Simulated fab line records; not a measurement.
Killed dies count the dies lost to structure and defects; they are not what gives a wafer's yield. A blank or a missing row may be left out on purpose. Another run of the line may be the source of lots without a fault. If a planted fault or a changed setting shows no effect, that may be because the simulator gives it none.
Split-lot trial ; flow n5 finfet ; 39 wafers read across 7 lots, on a route 1938 steps long

== SPLIT DETAILS ==
At N5_DUMMY_GATE_ETCH_42 (etches SiO2 in CHF3/O2, target depth 3.5 nm, time 31 s), the setting bias w was moved away from the recipe's 12 W on 18 of the 39 wafers read, by -10.6% to +16.9%. The other wafers ran this setting at the recipe's value.

The split's own step is where the reading is taken.

== THE READING ==
rf vpp V, in V, at N5_DUMMY_GATE_ETCH_42 (etches SiO2 in CHF3/O2, target depth 3.5 nm, time 31 s). Fault-free wafers of this fab line usually give 42.2 V, standard deviation 1.2 V.

wafer;tool, chamber at the split;bias w as run, W;against the recipe;rf vpp V, V;against lot-mates on the recipe
L074.1;rie diel-03, 0;12;recipe;41.6;-
L074.2;rie diel-03, 3;12;recipe;42.4;-
L074.3;rie diel-03, 1;10.81;-9.9%;38.7;-3.7
L074.4;rie diel-03, 2;10.81;-9.9%;38.6;-3.8
L074.5;rie diel-03, 2;10.81;-9.9%;39.6;-2.8
L074.6;rie diel-03, 3;12;recipe;43.3;-
L077.1;rie diel-03, 1;12;recipe;40.2;-
L077.2;rie diel-03, 3;13.41;+11.7%;46.8;+5.0
L077.3;rie diel-03, 2;12;recipe;43.1;-
L077.4;rie diel-03, 0;12;recipe;42.0;-
L077.5;rie diel-03, 3;13.41;+11.7%;46.5;+4.7
L077.6;rie diel-03, 2;13.41;+11.7%;45.9;+4.1
L078.1;rie diel-01, 0;14.03;+16.9%;47.1;+5.2
L078.2;rie diel-01, 2;12;recipe;42.7;-
L078.3;rie diel-01, 3;14.03;+16.9%;47.5;+5.6
L078.4;rie diel-01, 3;12;recipe;40.5;-
L078.5;rie diel-01, 2;12;recipe;42.6;-
L078.6;rie diel-01, 0;14.03;+16.9%;45.8;+3.9
L079.1;rie diel-03, 2;12;recipe;43.6;-
L079.2;rie diel-03, 3;12;recipe;44.6;-
L079.3;rie diel-03, 0;13.48;+12.3%;45.7;+2.8
L079.4;rie diel-03, 1;13.48;+12.3%;43.4;+0.5
L079.5;rie diel-03, 1;12;recipe;40.6;-
L079.6;rie diel-03, 0;13.48;+12.3%;45.1;+2.2
L082.1;rie diel-03, 3;12;recipe;43.0;-
L082.2;rie diel-03, 0;13.8;+15.0%;46.5;+4.0
L082.3;rie diel-03, 2;12;recipe;42.6;-
L082.4;rie diel-03, 1;13.8;+15.0%;46.3;+3.8
L082.5;rie diel-03, 1;12;recipe;42.0;-
L082.6;rie diel-03, 2;13.8;+15.0%;47.2;+4.7
L094.1;rie diel-01, 1;10.73;-10.6%;39.7;-3.7
L094.2;rie diel-01, 3;10.73;-10.6%;38.4;-5.0
L094.3;rie diel-01, 0;12;recipe;43.3;-
L094.4;rie diel-01, 2;12;recipe;44.1;-
L094.5;rie diel-01, 3;12;recipe;42.8;-
L094.6;rie diel-01, 2;10.73;-10.6%;38.8;-4.6
L095.1;rie diel-02, 0;12;recipe;43.5;-
L095.3;rie diel-02, 2;12;recipe;42.4;-
L095.6;rie diel-02, 3;12;recipe;41.7;-

THE FIT
A straight line over all 39 wafers: rf vpp V changes by +0.285 V for each +1% of bias w; r = +0.92; the points scatter about the line by 1 V.
The same after taking each lot's own level away (the mean of its wafers on the recipe; 39 wafers): +0.308 V for each +1%; r = +0.92; scatter 1.1 V.
The reading moves by 5.2 V for the largest change in bias w, on that fit.
From 41.77 to 43.40 V: that is the span of the lots' own levels, equal to 1.4 times the standard deviation above.
Consequently the slope shifts little with the lot-to-lot level, the two slopes agreeing.
Check: for one of the wafers moved furthest among these (+16.9%), held out of the fit, the line's prediction against its lot-mates is +4.92 V. It came out at +5.17 V against them.
Tool readings at the split's step, against how far the setting was moved: rf vpp V r = +0.92.

== OTHER SPLITS APPLIED TO THESE WAFERS ==
These wafers also went through other splits before the reading. Each is held against what the fit with the lots' levels taken away leaves over:
other split on the same wafers;wafers away from the commonest value;r with rf vpp V (lot level and that fit taken away)
N5_DUMMY_GATE_ETCH_37 source w;18;-0.26
N5_DUMMY_GATE_ETCH_31 target depth a;18;+0.03

== THE FILE'S OWN FIT ==
rf vpp V changes by +0.299 V for each +1% of bias w, r = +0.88.
